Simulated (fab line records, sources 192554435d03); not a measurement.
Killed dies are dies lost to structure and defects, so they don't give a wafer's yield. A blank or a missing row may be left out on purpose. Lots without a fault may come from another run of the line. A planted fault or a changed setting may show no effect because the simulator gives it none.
fab line records | flow n5_finfet
record lots=24 wafers=72 last_day=17
route steps=1938 shown BEOL_M11@1536 BEOL_M12@1615
lots that met no fault: from a run of the same line without faults
start_h: hours from the record's first day to the start of the lot's first wafer shown | wait_h: hours since the lot's step before | " the same as in the row above | L1.1+2: a row that stands for several wafers | - no value, or no start given | * or withheld: withheld | < > ~ a bound
route shown NAME@n: a module of which the file shows steps, and the number in the route of the first | usual: mean/standard deviation of fault-free wafers | same: alike in all rows | chamber/n: place in a boat | sites: the reading at each site | _std_site: their standard deviation | _edge_site: outer sites' mean less inner sites' | radius_mm: how far each site lies from the wafer's centre | mask NAME#n: copy n | behind: the tool/chamber that last shaped the wafer | hold: why the lot was held/for how many hours/how that ended | device: the transistor (n, p or np) that didn't switch | end of line: the same wafers' tests at the end of the route | a step without rows: its recipe alone | killed: dies lost to structure and defects at the first sort, not the wafer's yield | map: a wafer's dies, x killed, . not, _ none there
set.NAME: the setting as run; set.NAME@STEP: as run at that earlier step | model.NAME: the simulator's own value behind a step, which no gauge read
steps of the route over a sample of lots; a table a step, a row a wafer
services: from which hour (start_h, from the record's first day; less than 0 if before it) a tool's chamber was out of use, for how many hours, and why
## steps
# step N5_BEOL_M11_ILD_DEP_00
# recipe material=SiCOH_lowk target_thk_a=3085.1 temp_c=300 precursor=DEMS/porogen pressure_torr=5 rf_w=500 time_s=58
# usual heater_power_w=310/62 showerhead_plenum_p_Torr=5.738/0.011 throttle_valve_pct=14.4/0.94
# columns lot.wafer tool chamber start_h wait_h heater_power_w showerhead_plenum_p_Torr throttle_valve_pct
L074.3 pecvd-04 2 210.14 0.0 261 5.768 13.3
L074.4 " 2 " " 273 5.751 13.1
L074.5 " 0 " " 412 5.747 12.7
L075.2 pecvd-02 0 218.79 0.0 293 5.729 15.8
L075.4 " 1 " " 353 5.722 14.2
L075.6 " 0 " " 295 5.734 15.5
L077.1 pecvd-02 0 227.03 0.0 314 5.726 16.0
L077.2 " 1 " " 386 5.737 14.7
L077.5 " 2 " " 371 5.752 14.2
L078.1 pecvd-02 2 231.35 0.0 321 5.742 14.1
L078.2 " 1 " " 392 5.721 14.0
L078.6 " 1 " " 312 5.739 14.0
L076.2 pecvd-04 0 234.18 0.0 423 5.737 12.8
L076.5 " 0 " " 427 5.733 12.8
L076.6 " 2 " " 322 5.744 13.1
L080.1 pecvd-03 0 240.17 0.0 271 5.730 14.0
L080.3 " 0 " " 271 5.745 14.1
L080.5 " 2 " " 217 5.747 13.1
L079.1 pecvd-02 1 249.74 0.0 386 5.720 14.2
L079.4 " 2 " " 376 5.737 14.5
L079.5 " 1 " " 381 5.738 13.9
L082.1 pecvd-04 1 267.10 0.0 187 5.713 14.1
L082.2 " 2 " " 308 5.749 13.2
L082.6 " 2 " " 305 5.743 13.0
L081.2 pecvd-02 2 267.94 0.0 382 5.742 14.3
L081.4 " 0 " " 299 5.749 15.7
L081.6 " 2 " " 310 5.732 14.1
L083.3 pecvd-02 1 271.44 0.0 344 5.726 14.1
L083.5 " 2 " " 363 5.743 14.3
L083.6 " 1 " " 367 5.726 14.1
L084.2 pecvd-02 1 278.13 0.0 396 5.738 14.2
L084.3 " 0 " " 317 5.746 16.1
L084.6 " 0 " " 328 5.750 15.9
L085.1 pecvd-03 1 283.62 0.0 266 5.735 15.5
L085.3 " 0 " " 290 5.748 14.1
L085.6 " 0 " " 294 5.722 14.2
L086.1 pecvd-02 2 283.92 0.0 326 5.728 14.4
L086.2 " 0 " " 310 5.737 15.5
L086.5 " 0 " " 305 5.739 15.7
L087.1 pecvd-04 0 297.37 0.0 419 5.721 12.7
L087.4 " 0 " " 430 5.749 12.8
L087.6 " 2 " " 316 5.751 13.3
L089.2 pecvd-03 0 299.82 0.0 219 5.745 14.1
L089.5 " 1 " " 256 5.735 15.4
L089.6 " 0 " " 234 5.728 14.2
L088.1 pecvd-02 0 307.01 0.0 300 5.758 15.5
L088.3 " 1 " " 390 5.727 14.0
L088.6 " 1 " " 394 5.734 14.0
L090.2 pecvd-03 1 316.56 0.0 231 5.732 15.6
L090.5 " 0 " " 279 5.745 13.8
L090.6 " 2 " " 233 5.743 13.4
L091.4 pecvd-03 0 318.03 0.1 288 5.744 13.9
L091.5 " 2 " " 269 5.744 13.5
L091.6 " 1 " " 276 5.739 15.5
L092.2 pecvd-03 0 334.51 0.0 293 5.749 13.9
L092.3 " 2 " " 243 5.753 13.3
L092.5 " 0 " " 221 5.718 14.2
L093.3 pecvd-02 2 336.52 0.0 398 5.745 14.4
L093.5 " 2 " " 314 5.740 14.7
L093.6 " 1 " " 390 5.746 13.9
L094.1 pecvd-02 0 339.00 0.0 288 5.745 15.9
L094.3 " 2 " " 316 5.752 14.6
L094.5 " 1 " " 310 5.736 14.2
L095.3 pecvd-03 0 354.36 0.0 288 5.735 14.0
L095.4 " 1 " " 251 5.723 15.4
L095.5 " 2 " " 231 5.742 13.1
L097.1 pecvd-02 0 357.48 0.0 281 5.756 15.8
L097.2 " 2 " " 363 5.746 14.5
L097.6 " 2 " " 363 5.745 14.7
L096.3 pecvd-02 1 359.19 0.0 364 5.728 14.2
L096.5 " 2 " " 379 5.737 14.8
L096.6 " 1 " " 361 5.743 13.9
# step N5_BEOL_M11_ALD_74
# recipe material=TaN target_thk_a=20 temp_c=275 ald_precursor_family=PDMAT ald_co_reactant=NH3 pressure_torr=3 carrier_flow_sccm=1500 pulse_time_s=2 purge_time_s=3 co_reactant_purge_time_s=2 co_reactant_pulse_time_s=3 ald_cycles=40 precursor_vessel_temp_c=75 precursor_vessel_pressure_torr=26.25 precursor_vessel_carrier_sccm=1000
# usual heater_power_w=441/39
# columns lot.wafer tool chamber start_h wait_h heater_power_w
L074.3 ald_metal-01 0 214.99 0.1 480
L074.4 " 3 " " 432
L074.5 " 0 " " 489
L075.2 ald_metal-01 0 226.77 0.0 495
L075.4 " 2 " " 438
L075.6 " 3 " " 430
L077.1 ald_metal-01 0 233.38 0.0 497
L077.2 " 2 " " 447
L077.5 " 0 " " 496
L078.1 ald_metal-04 1 237.78 0.2 444
L078.2 " 2 " " 453
L078.6 " 0 " " 399
L076.2 ald_metal-03 1 239.61 0.0 390
L076.5 " 0 " " 462
L076.6 " 1 " " 396
L080.1 ald_metal-03 2 247.79 0.1 379
L080.3 " 3 " " 468
L080.5 " 1 " " 401
L079.1 ald_metal-03 0 257.26 0.1 459
L079.4 " 3 " " 487
L079.5 " 3 " " 493
L082.1 ald_metal-01 1 273.27 0.1 501
L082.2 " 3 " " 424
L082.6 " 1 " " 509
L081.2 ald_metal-03 3 273.90 0.0 473
L081.4 " 0 " " 464
L081.6 " 1 " " 399
L083.3 ald_metal-01 3 276.42 0.0 436
L083.5 " 3 " " 418
L083.6 " 0 " " 497
L084.2 ald_metal-03 1 282.56 0.1 395
L084.3 " 0 " " 469
L084.6 " 1 " " 399
L086.1 ald_metal-03 0 288.49 0.1 472
L086.2 " 3 " " 484
L086.5 " 1 " " 388
L085.1 ald_metal-01 0 289.45 0.3 492
L085.3 " 1 " " 510
L085.6 " 3 " " 431
L087.1 ald_metal-04 3 303.27 0.1 451
L087.4 " 1 " " 443
L087.6 " 2 " " 444
L089.2 ald_metal-01 3 306.01 0.0 431
L089.5 " 3 " " 438
L089.6 " 0 " " 483
L088.1 ald_metal-04 3 314.95 0.2 438
L088.3 " 2 " " 450
L088.6 " 2 " " 434
L091.4 ald_metal-03 1 324.58 0.0 403
L091.5 " 1 " " 397
L091.6 " 0 " " 478
L090.2 ald_metal-01 3 324.91 0.3 431
L090.5 " 2 " " 444
L090.6 " 1 " " 499
L092.2 ald_metal-01 1 338.78 0.1 509
L092.3 " 3 " " 416
L092.5 " 3 " " 429
L093.3 ald_metal-03 1 341.43 0.1 397
L093.5 " 2 " " 383
L093.6 " 1 " " 399
L094.1 ald_metal-01 0 344.47 0.1 486
L094.3 " 2 " " 440
L094.5 " 1 " " 489
L095.3 ald_metal-01 3 360.78 0.2 428
L095.4 " 2 " " 433
L095.5 " 3 " " 421
L097.1 ald_metal-04 2 361.69 0.0 414
L097.2 " 3 " " 426
L097.6 " 3 " " 427
L096.3 ald_metal-03 2 367.00 0.1 383
L096.5 " 1 " " 404
L096.6 " 2 " " 379
# step N5_BEOL_M11_SPUTTER_48
# recipe material=Cu target_thk_a=120 temp_c=-20 bias_v=60 power_w=26000 chamber_pressure_pa=0.13 time_s=2
# usual chuck_sensor_temp_C=-16.1/0.54 throttle_valve_pct=30.2/0.97
# columns lot.wafer tool chamber start_h wait_h chuck_sensor_temp_C throttle_valve_pct
L074.3 pvd_sputter-01 - 216.62 0.1 -15.3 29.2
L074.4 " - " " -16.7 31.1
L074.5 " - " " -16.6 31.6
L075.2 pvd_sputter-03 - 227.69 0.1 -15.5 29.7
L075.4 " - " " -15.5 30.1
L075.6 " - " " -15.5 29.6
L077.1 pvd_sputter-03 - 234.06 0.1 -16.8 28.5
L077.2 " - " " -15.3 29.7
L077.5 " - " " -15.3 29.4
L078.1 pvd_sputter-03 - 238.73 0.3 -15.4 29.8
L078.2 " - " " -16.6 28.3
L078.6 " - " " -15.6 30.2
L076.2 pvd_sputter-02 - 240.38 0.3 -15.8 30.8
L076.5 " - " " -16.4 31.1
L076.6 " - " " -15.9 30.4
L080.1 pvd_sputter-01 - 248.33 0.1 -16.0 29.0
L080.3 " - " " -16.7 31.7
L080.5 " - " " -15.5 28.9
L079.1 pvd_sputter-01 - 257.78 0.1 -15.3 29.4
L079.4 " - " " -16.7 31.2
L079.5 " - " " -16.0 29.1
L082.1 pvd_sputter-01 - 274.00 0.2 -15.5 29.2
L082.2 " - " " -16.7 31.0
L082.6 " - " " -16.0 29.1
L081.2 pvd_sputter-02 - 275.29 0.1 -17.1 29.7
L081.4 " - " " -15.6 31.7
L081.6 " - " " -15.8 31.4
L083.3 pvd_sputter-02 - 278.61 1.5 -16.6 31.3
L083.5 " - " " -16.3 30.9
L083.6 " - " " -15.9 30.4
L084.2 pvd_sputter-02 - 283.12 0.1 -16.6 31.1
L084.3 " - " " -15.7 31.2
L084.6 " - " " -15.6 31.4
L086.1 pvd_sputter-02 - 289.28 0.1 -15.6 31.3
L086.2 " - " " -16.9 29.6
L086.5 " - " " -15.8 30.5
L085.1 pvd_sputter-01 - 290.21 0.1 -15.5 28.9
L085.3 " - " " -16.7 31.4
L085.6 " - " " -15.6 29.2
L087.1 pvd_sputter-03 - 303.97 0.2 -15.6 30.1
L087.4 " - " " -16.1 29.8
L087.6 " - " " -16.7 28.6
L089.2 pvd_sputter-01 - 306.62 0.1 -15.9 29.1
L089.5 " - " " -16.6 31.7
L089.6 " - " " -16.8 30.9
L088.1 pvd_sputter-02 - 315.47 0.1 -15.7 31.5
L088.3 " - " " -16.5 31.0
L088.6 " - " " -16.4 30.8
L091.4 pvd_sputter-02 - 325.05 0.0 -17.0 29.6
L091.5 " - " " -17.1 29.4
L091.6 " - " " -15.6 31.6
L090.2 pvd_sputter-02 - 325.92 0.5 -16.0 30.6
L090.5 " - " " -16.4 31.1
L090.6 " - " " -17.1 29.7
L092.2 pvd_sputter-03 - 339.32 0.1 -15.6 30.1
L092.3 " - " " -15.5 29.5
L092.5 " - " " -15.3 29.7
L093.3 pvd_sputter-01 - 343.68 0.1 -15.5 29.4
L093.5 " - " " -15.8 29.2
L093.6 " - " " -15.6 29.2
L094.1 pvd_sputter-01 - 345.43 0.2 -16.6 31.2
L094.3 " - " " -16.1 29.3
L094.5 " - " " -15.4 29.1
L095.3 pvd_sputter-02 - 361.42 0.2 -17.0 29.4
L095.4 " - " " -15.6 31.4
L095.5 " - " " -15.9 30.4
L097.1 pvd_sputter-01 - 362.36 0.1 -16.6 31.6
L097.2 " - " " -15.3 29.3
L097.6 " - " " -16.7 31.1
L096.3 pvd_sputter-01 - 368.02 0.3 -16.5 31.2
L096.5 " - " " -15.9 29.1
L096.6 " - " " -15.5 29.2
# step N5_BEOL_M12_DESCUM_15
# recipe chemistry=O2 time_s=7.9 source_power_w=50 bias_power_w=20 pressure_mtorr=20 rf_frequency_hz=2.712e+07 temp_c=40 o2_flow_sccm=225
# usual bias_power_w=20.00/0.054 drypump_motor_current_A=5.3/0.55 oes_product_au=0.82/0.1 rf_vpp_V=242.9/1.5 showerhead_plenum_p_Torr=2.07/0.079 throttle_valve_pct=20.34/0.22
# columns lot.wafer tool chamber start_h wait_h bias_power_w drypump_motor_current_A oes_product_au rf_hours_counter_h rf_vpp_V showerhead_plenum_p_Torr throttle_valve_pct
L074.3 rie_diel-05 3 218.44 0.0 20.01 4.8 0.73 200 242.1 2.00 20.64
L074.4 " 1 " " 20.00 6.4 0.73 185 241.7 1.99 20.49
L074.5 " 0 " " 19.94 5.9 0.89 - 243.5 2.03 19.91
L075.2 rie_diel-04 2 230.03 0.7 19.96 5.3 0.70 215 239.8 2.02 20.52
L075.4 " 0 " " 20.04 5.5 0.96 9 242.7 2.02 20.30
L075.6 " 0 " " 20.05 5.5 0.96 - 243.4 2.02 20.30
L077.1 rie_diel-01 1 236.34 0.1 20.01 4.7 0.71 221 244.2 2.15 20.57
L077.2 " 2 " " 20.02 6.3 0.99 4 243.3 2.04 20.13
L077.5 " 0 " " 20.11 4.9 0.89 - 241.3 2.04 20.30
L078.1 rie_diel-05 3 240.74 0.0 20.02 4.9 0.72 207 243.3 2.00 20.65
L078.2 " 1 " " 20.04 6.4 0.72 192 242.0 1.99 20.48
L078.6 " 1 " " 19.97 6.4 0.72 - 239.9 1.99 20.48
L076.2 rie_diel-01 3 242.38 0.0 19.96 4.9 0.94 13 242.1 2.07 20.14
L076.5 " 2 " " 19.94 6.3 0.98 - 242.4 2.03 20.12
L076.6 " 1 " " 19.98 4.7 0.71 - 243.3 2.15 20.59
L080.1 rie_diel-04 1 250.04 0.0 20.11 5.4 0.90 27 245.2 2.24 20.30
L080.3 " 2 " " 20.02 5.3 0.69 222 242.4 2.02 20.52
L080.5 " 2 " " 20.05 5.3 0.69 - 240.9 2.02 20.52
L079.1 rie_diel-01 1 259.48 0.0 20.00 4.7 0.71 228 244.8 2.15 20.59
L079.4 " 0 " " 19.89 4.9 0.88 42 241.6 2.04 20.28
L079.5 " 2 " " 19.98 6.3 0.96 - 243.0 2.03 20.12
L082.1 rie_diel-01 1 275.74 0.1 20.01 4.7 0.70 235 244.3 2.14 20.60
L082.2 " 0 " " 20.02 4.9 0.87 47 243.4 2.04 20.29
L082.6 " 2 " " 20.12 6.3 0.93 - 242.4 2.03 20.12
L081.2 rie_diel-01 2 276.85 0.1 20.03 6.3 0.93 17 242.7 2.03 20.12
L081.4 " 1 " " 19.99 4.7 0.71 235 244.3 2.14 20.59
L081.6 " 1 " " 20.01 4.7 0.70 - 245.3 2.14 20.58
L083.3 rie_diel-05 1 282.04 0.0 19.87 6.4 0.71 200 241.1 1.99 20.50
L083.5 " 3 " " 20.07 4.9 0.70 - 241.9 2.00 20.67
L083.6 " 0 " " 19.95 5.9 0.85 - 243.0 2.03 19.94
L084.2 rie_diel-01 1 284.92 0.1 20.00 4.7 0.69 238 243.3 2.14 20.61
L084.3 " 3 " " 19.95 4.9 0.91 27 241.6 2.06 20.16
L084.6 " 2 " " 20.08 6.3 0.92 - 243.1 2.03 20.14
L086.1 rie_diel-04 0 291.07 0.3 19.93 5.5 0.90 30 243.2 2.02 20.33
L086.2 " 1 " " 20.03 5.3 0.87 44 245.0 2.24 20.34
L086.5 " 0 " " 19.87 5.4 0.90 - 244.0 2.02 20.34
L085.1 rie_diel-04 0 291.87 0.0 19.92 5.5 0.90 30 242.6 2.02 20.32
L085.3 " 1 " " 20.01 5.3 0.87 44 245.0 2.24 20.33
L085.6 " 3 " " 20.06 4.8 0.66 - 243.4 2.13 20.72
L087.1 rie_diel-05 3 305.62 0.0 20.06 4.9 0.71 230 240.3 1.99 20.68
L087.4 " 0 " " 20.00 5.9 0.85 - 242.4 2.02 19.95
L087.6 " 3 " " 19.96 4.9 0.70 - 242.7 1.99 20.69
L089.2 rie_diel-04 0 308.39 0.0 19.95 5.5 0.88 38 242.1 2.01 20.35
L089.5 " 2 " " 20.04 5.3 0.67 - 240.3 2.01 20.54
L089.6 " 1 " " 19.92 5.3 0.85 - 243.9 2.23 20.35
L088.1 rie_diel-04 1 317.27 0.0 19.99 5.3 0.85 55 246.2 2.23 20.35
L088.3 " 2 " " 20.09 5.3 0.66 250 241.1 2.01 20.55
L088.6 " 2 " " 20.03 5.3 0.66 - 241.5 2.01 20.55
L091.4 rie_diel-05 2 326.66 0.0 19.97 5.2 0.78 - 242.7 2.12 20.16
L091.5 " 0 " " 20.04 6.0 0.84 - 242.5 2.02 19.97
L091.6 " 3 " " 20.04 4.9 0.70 - 241.2 1.99 20.70
L090.2 rie_diel-05 0 328.18 0.0 20.02 5.9 0.84 64 243.6 2.02 19.96
L090.5 " 3 " " 20.01 4.8 0.70 - 241.1 1.99 20.72
L090.6 " 0 " " 19.95 6.0 0.83 - 242.1 2.02 19.96
L092.2 rie_diel-04 3 342.36 0.8 20.11 4.8 0.94 11 243.8 2.13 20.26
L092.3 " 1 " " 20.00 5.3 0.85 66 246.1 2.23 20.37
L092.5 " 0 " " 19.97 5.5 0.86 - 242.5 2.01 20.36
L093.3 rie_diel-04 3 345.27 0.0 20.09 4.9 0.93 12 244.0 2.13 20.25
L093.5 " 1 " " 19.94 5.3 0.84 - 245.7 2.23 20.37
L093.6 " 2 " " 19.99 5.3 0.96 - 245.6 2.28 20.01
L094.1 rie_diel-04 2 347.31 0.0 20.00 5.3 0.95 2 245.4 2.28 20.02
L094.3 " 3 " " 20.03 4.8 0.92 12 242.8 2.13 20.27
L094.5 " 0 " " 19.95 5.5 0.85 - 243.1 2.01 20.36
L095.3 rie_diel-01 3 363.06 0.1 20.02 4.9 0.86 58 243.2 2.05 20.19
L095.4 " 2 " " 20.01 6.3 0.86 52 243.1 2.02 20.18
L095.5 " 1 " " 20.04 4.7 0.97 - 244.8 2.13 20.17
L097.1 rie_diel-05 1 364.18 0.0 19.96 6.4 0.69 226 240.8 1.98 20.53
L097.2 " 0 " " 19.93 6.0 0.82 78 242.5 2.02 19.98
L097.6 " 1 " " 19.91 6.4 0.70 - 242.5 1.98 20.55
L096.3 rie_diel-01 0 369.55 0.0 20.04 4.9 0.83 82 242.7 2.02 20.34
L096.5 " 0 " " 19.99 4.9 0.82 - 242.2 2.02 20.36
L096.6 " 1 " " 20.06 4.7 0.97 - 244.6 2.13 20.18
# step N5_BEOL_M12_ETCH_68
# recipe chemistry=N2/H2 target=SOC mask_material=SiARC source_w=3000 bias_w=350 temp_c=40 time_s=285 ion_energy_ev=200 pressure_mtorr=30 n2_flow_sccm=200 h2_flow_sccm=200
# usual drypump_motor_current_A=5.3/0.53 oes_product_au=0.83/0.097 rf_vpp_V=523.4/2.6 showerhead_plenum_p_Torr=2.53/0.089 throttle_valve_pct=17.67/0.23
# columns lot.wafer tool chamber start_h wait_h drypump_motor_current_A oes_product_au rf_hours_counter_h rf_vpp_V showerhead_plenum_p_Torr throttle_valve_pct
L074.3 rie_diel-04 3 219.66 0.1 4.9 0.69 219 526.5 2.60 18.02
L074.4 " 0 " " 5.4 0.97 6 522.4 2.50 17.85
L074.5 " 1 " " 5.4 0.91 - 526.4 2.70 17.59
L075.2 rie_diel-01 2 231.63 0.1 6.3 1.00 2 522.9 2.51 17.58
L075.4 " 1 " " 4.7 0.72 219 525.6 2.61 17.88
L075.6 " 0 " " 4.9 0.90 - 521.3 2.46 17.44
L077.1 rie_diel-01 3 237.58 0.1 4.8 0.94 11 521.9 2.51 17.38
L077.2 " 0 " " 4.9 0.88 35 523.0 2.46 17.45
L077.5 " 0 " " 4.9 0.89 - 522.3 2.46 17.45
L078.1 rie_diel-01 2 242.04 0.1 6.3 0.96 6 522.1 2.50 17.59
L078.2 " 0 " " 4.9 0.88 36 522.1 2.46 17.44
L078.6 " 0 " " 4.9 0.89 - 523.6 2.46 17.47
L076.2 rie_diel-04 0 243.81 0.1 5.5 0.95 12 523.0 2.50 17.86
L076.5 " 2 " " 5.3 0.69 - 520.7 2.43 17.76
L076.6 " 3 " " 4.9 0.68 - 525.8 2.60 18.03
L080.1 rie_diel-05 3 251.16 0.1 4.9 0.72 212 519.7 2.41 17.88
L080.3 " 1 " " 6.4 0.72 196 521.8 2.44 18.01
L080.5 " 1 " " 6.4 0.71 - 520.0 2.44 18.00
L079.1 rie_diel-01 0 260.73 0.1 4.9 0.88 42 521.7 2.46 17.47
L079.4 " 3 " " 4.9 0.93 19 523.3 2.50 17.40
L079.5 " 1 " " 4.7 0.71 - 526.6 2.61 17.93
L082.1 rie_diel-04 2 276.96 0.1 5.3 0.68 231 519.5 2.43 17.76
L082.2 " 1 " " 5.3 0.86 37 528.0 2.70 17.63
L082.6 " 2 " " 5.3 0.68 - 519.6 2.43 17.76
L081.2 rie_diel-05 2 278.13 0.1 5.2 0.80 103 524.9 2.55 17.31
L081.4 " 1 " " 6.5 0.71 198 521.7 2.44 18.01
L081.6 " 1 " " 6.4 0.72 - 521.5 2.44 18.02
L083.3 rie_diel-04 0 283.26 0.1 5.5 0.92 26 522.6 2.49 17.88
L083.5 " 3 " " 4.9 0.67 - 523.7 2.59 18.07
L083.6 " 0 " " 5.4 0.91 - 522.8 2.49 17.89
L084.2 rie_diel-01 1 286.23 0.1 4.7 0.70 239 526.4 2.61 17.93
L084.3 " 0 " " 4.9 0.86 52 522.9 2.45 17.46
L084.6 " 0 " " 4.9 0.87 - 520.2 2.45 17.49
L086.1 rie_diel-04 2 292.38 0.1 5.3 0.68 239 520.2 2.43 17.77
L086.2 " 0 " " 5.4 0.90 31 524.6 2.49 17.89
L086.5 " 3 " " 4.9 0.66 - 525.7 2.59 18.07
L085.1 rie_diel-01 1 293.78 0.1 4.7 0.69 242 526.3 2.60 17.96
L085.3 " 2 " " 6.3 0.89 25 524.5 2.50 17.62
L085.6 " 1 " " 4.7 0.69 - 527.2 2.60 17.95
L087.1 rie_diel-01 1 306.97 0.1 4.7 0.69 247 526.4 2.60 17.95
L087.4 " 0 " " 4.9 0.84 60 522.3 2.45 17.48
L087.6 " 3 " " 4.8 0.89 - 521.6 2.50 17.42
L089.2 rie_diel-04 0 309.48 0.1 5.5 0.89 38 521.7 2.49 17.92
L089.5 " 1 " " 5.4 0.85 - 527.6 2.69 17.64
L089.6 " 2 " " 5.3 0.68 - 520.5 2.42 17.78
L088.1 rie_diel-04 2 319.07 0.1 5.3 0.67 250 519.5 2.42 17.79
L088.3 " 1 " " 5.4 0.84 56 527.6 2.69 17.66
L088.6 " 0 " " 5.5 0.88 - 521.3 2.48 17.92
L091.4 rie_diel-01 3 327.86 0.1 4.9 0.88 - 523.1 2.49 17.45
L091.5 " 0 " " 4.9 0.85 - 521.8 2.45 17.51
L091.6 " 2 " " 6.3 0.87 - 522.5 2.49 17.64
L090.2 rie_diel-05 1 329.28 0.1 6.4 0.71 213 519.1 2.44 18.04
L090.5 " 3 " " 4.9 0.69 - 518.8 2.40 17.93
L090.6 " 0 " " 6.0 0.85 - 522.7 2.49 17.47
L092.2 rie_diel-01 2 343.45 0.1 6.3 0.87 45 521.5 2.49 17.67
L092.3 " 1 " " 4.7 1.00 3 525.5 2.60 17.49
L092.5 " 1 " " 4.7 0.99 - 525.1 2.60 17.49
L093.3 rie_diel-05 3 346.36 0.1 4.9 0.70 246 520.0 2.40 17.95
L093.5 " 0 " " 5.9 0.83 - 522.2 2.48 17.49
L093.6 " 1 " " 6.4 0.70 - 519.6 2.44 18.06
L094.1 rie_diel-04 2 348.52 0.1 5.3 0.97 2 528.4 2.74 17.26
L094.3 " 0 " " 5.5 0.86 55 520.7 2.48 17.95
L094.5 " 3 " " 4.9 0.94 - 526.8 2.58 17.59
L095.3 rie_diel-01 3 364.28 0.1 4.9 0.86 58 523.5 2.49 17.46
L095.4 " 2 " " 6.3 0.86 53 523.0 2.48 17.66
L095.5 " 0 " " 4.9 0.83 - 522.0 2.44 17.53
L097.1 rie_diel-04 1 365.27 0.1 5.3 0.81 75 527.4 2.68 17.68
L097.2 " 2 " " 5.3 0.93 7 529.3 2.74 17.26
L097.6 " 0 " " 5.5 0.86 - 523.2 2.48 17.94
L096.3 rie_diel-04 3 370.64 0.1 4.9 0.93 18 524.9 2.58 17.60
L096.5 " 1 " " 5.4 0.82 - 528.7 2.68 17.69
L096.6 " 0 " " 5.4 0.86 - 522.3 2.48 17.95
# step N5_BEOL_M12_STRIP_37
# recipe chemistry=N2/H2 power_w=1000 temp_c=250 h2_frac=0.65 overash_fraction=0.3 pressure_mtorr=withheld n2_flow_sccm=1750 h2_flow_sccm=3250
# usual drypump_motor_current_A=5.4/0.4 heater_power_w=313/11 oes_product_au=0.790/0.011
# columns lot.wafer tool chamber start_h wait_h drypump_motor_current_A heater_power_w oes_product_au rf_hours_counter_h
L074.3 plasma_asher-01 0 220.05 0.1 5.8 311 0.804 -
L074.4 " 1 " " 4.9 307 0.795 -
L074.5 " 1 " " 4.9 311 0.775 -
L075.2 plasma_asher-02 0 232.01 0.0 5.1 332 0.789 120
L075.4 " 1 " " 5.8 312 0.792 -
L075.6 " 0 " " 5.1 333 0.806 -
L077.1 plasma_asher-01 1 237.96 0.0 4.9 309 0.784 71
L077.2 " 0 " " 5.8 306 0.778 71
L077.5 " 1 " " 4.9 305 0.777 -
L078.1 plasma_asher-02 1 242.41 0.0 5.8 310 0.768 122
L078.2 " 0 " " 5.1 329 0.789 122
L078.6 " 0 " " 5.1 333 0.801 -
L076.2 plasma_asher-01 1 244.19 0.0 4.9 311 0.775 72
L076.5 " 1 " " 4.9 307 0.800 -
L076.6 " 0 " " 5.8 311 0.791 -
L080.1 plasma_asher-01 0 251.54 0.0 5.8 309 0.793 74
L080.3 " 0 " " 5.8 312 0.779 -
L080.5 " 1 " " 4.9 313 0.797 -
L079.1 plasma_asher-02 0 261.10 0.0 5.1 323 0.793 126
L079.4 " 1 " " 5.8 307 0.780 -
L079.5 " 1 " " 5.7 314 0.793 -
L082.1 plasma_asher-01 1 277.33 0.0 4.9 303 0.781 77
L082.2 " 0 " " 5.8 303 0.790 77
L082.6 " 0 " " 5.8 316 0.780 -
L081.2 plasma_asher-01 1 278.50 0.0 4.9 298 0.804 78
L081.4 " 1 " " 4.9 312 0.809 -
L081.6 " 0 " " 5.8 299 0.795 -
L083.3 plasma_asher-01 1 283.65 0.1 4.9 302 0.800 -
L083.5 " 1 " " 4.9 309 0.785 -
L083.6 " 0 " " 5.8 314 0.795 -
L084.2 plasma_asher-01 0 286.61 0.0 5.8 306 0.796 80
L084.3 " 1 " " 4.9 297 0.801 -
L084.6 " 0 " " 5.8 313 0.777 -
L086.1 plasma_asher-01 1 292.76 0.0 4.9 310 0.789 81
L086.2 " 0 " " 5.8 310 0.794 81
L086.5 " 1 " " 4.9 310 0.770 -
L085.1 plasma_asher-01 1 294.15 0.0 4.9 309 0.787 81
L085.3 " 0 " " 5.8 304 0.792 -
L085.6 " 0 " " 5.8 310 0.785 -
L087.1 plasma_asher-01 0 307.35 0.0 5.8 307 0.784 84
L087.4 " 0 " " 5.8 311 0.803 -
L087.6 " 1 " " 4.9 301 0.773 -
L089.2 plasma_asher-02 1 309.86 0.0 5.7 309 0.788 136
L089.5 " 1 " " 5.7 320 0.792 -
L089.6 " 0 " " 5.1 334 0.798 -
L088.1 plasma_asher-01 1 319.45 0.0 4.9 300 0.800 89
L088.3 " 0 " " 5.8 303 0.788 -
L088.6 " 1 " " 4.9 309 0.791 -
L091.4 plasma_asher-02 0 328.17 0.1 5.1 331 0.799 -
L091.5 " 1 " " 5.8 312 0.806 -
L091.6 " 0 " " 5.1 328 0.777 -
L090.2 plasma_asher-02 0 329.66 0.0 5.1 333 0.803 136
L090.5 " 0 " " 5.1 339 0.798 -
L090.6 " 1 " " 5.7 306 0.797 -
L092.2 plasma_asher-01 0 343.83 0.0 5.8 306 0.782 95
L092.3 " 1 " " 4.9 300 0.797 -
L092.5 " 1 " " 4.9 306 0.796 -
L093.3 plasma_asher-02 1 346.76 0.1 5.8 309 0.800 -
L093.5 " 0 " " 5.1 319 0.807 -
L093.6 " 1 " " 5.8 314 0.770 -
L094.1 plasma_asher-02 0 348.90 0.0 5.1 321 0.800 140
L094.3 " 0 " " 5.1 338 0.775 -
L094.5 " 0 " " 5.1 328 0.786 -
L095.3 plasma_asher-01 1 364.67 0.1 4.9 308 0.782 -
L095.4 " 0 " " 5.8 311 0.764 -
L095.5 " 1 " " 4.9 311 0.785 -
L097.1 plasma_asher-02 1 365.64 0.0 5.8 308 0.795 142
L097.2 " 0 " " 5.1 331 0.784 142
L097.6 " 0 " " 5.1 340 0.786 -
L096.3 plasma_asher-02 0 371.03 0.1 5.1 337 0.799 -
L096.5 " 1 " " 5.8 314 0.799 -
L096.6 " 0 " " 5.1 326 0.772 -
## services
# columns tool chamber start_h hours kind
pecvd-04 - 191.31 14.0 repair
pecvd-03 - 192.42 28.1 pm
ald_metal-01 1 206.53 35.8 repair
pecvd-04 1 211.99 6.6 repair
pecvd-02 - 217.23 0.5 repair
pecvd-03 0 225.35 14.4 repair
pecvd-03 1 237.13 6.8 repair
rie_diel-04 - 240.99 2.6 repair
rie_diel-05 1 254.24 8.0 repair
rie_diel-01 0 269.87 1.4 repair
rie_diel-05 - 282.41 10.9 repair
rie_diel-05 2 299.44 23.6 repair
plasma_asher-02 - 310.69 15.2 repair
rie_diel-05 1 319.97 6.9 repair
rie_diel-04 2 320.59 4.6 repair
pecvd-02 - 322.09 5.5 pm
pecvd-02 - 333.66 1.2 repair
ald_metal-01 - 334.99 0.9 repair
plasma_asher-02 - 349.34 0.8 repair
rie_diel-01 1 350.04 2.2 repair
pecvd-03 0 359.27 7.5 repair
ald_metal-01 2 362.35 19.6 repair
pvd_sputter-03 - 366.40 10.0 repair
rie_diel-01 3 370.96 4.0 repair
## key
fault none
